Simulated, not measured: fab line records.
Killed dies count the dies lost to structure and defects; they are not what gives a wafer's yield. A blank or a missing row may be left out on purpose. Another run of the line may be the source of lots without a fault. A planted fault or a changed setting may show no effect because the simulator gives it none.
Matching of chambers | flow n5_finfet | N5_ILD0_ALD_15 on ald_sin-01 has 4 sister chambers
The step deposits SiNx, target thk 24 nm, pulse time 1 s, ald cycles 480. 4 wafers are shown with their chamber, then 6 later ones without.

## WAFERS PAIRED WITH THEIR CHAMBERS
wafer  | chamber | heater_power_w (W)
L927.5 | 2       | 870
L929.3 | 1       | 961
L929.4 | 3       | 905
L929.5 | 0       | 757

## WAFERS WITH NO CHAMBER GIVEN
wafer  | heater_power_w (W)
L935.3 | 760
L935.5 | 952
L935.6 | 863
L936.1 | 919
L936.2 | 871
L936.6 | 950

## CHAMBER TAKEN BY EACH
wafer  | from the rows above | in truth
L935.3 | 0                   | 0
L935.5 | 1                   | 1
L935.6 | 2                   | 2
L936.1 | 3                   | 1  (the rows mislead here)
L936.2 | 2                   | 2
L936.6 | 1                   | 1
Correctly placed: 5 of 6. Not placeable from these rows: 0. Wrongly placed: 1.
How it was worked out, from the rows above alone: a wafer's distance from a chamber is the root of the sum, over the readings, of the square of ((its reading less the chamber's mean) divided by the reading's scatter). If the next closest chamber is less than 2 further off than the closest, the wafer can't be placed; otherwise it belongs to the closest. The mean given for a chamber averages the wafers shown for that chamber. The scatter: root of mean squared gap, hidden wafer to nearest shown wafer, with one shown wafer a chamber.
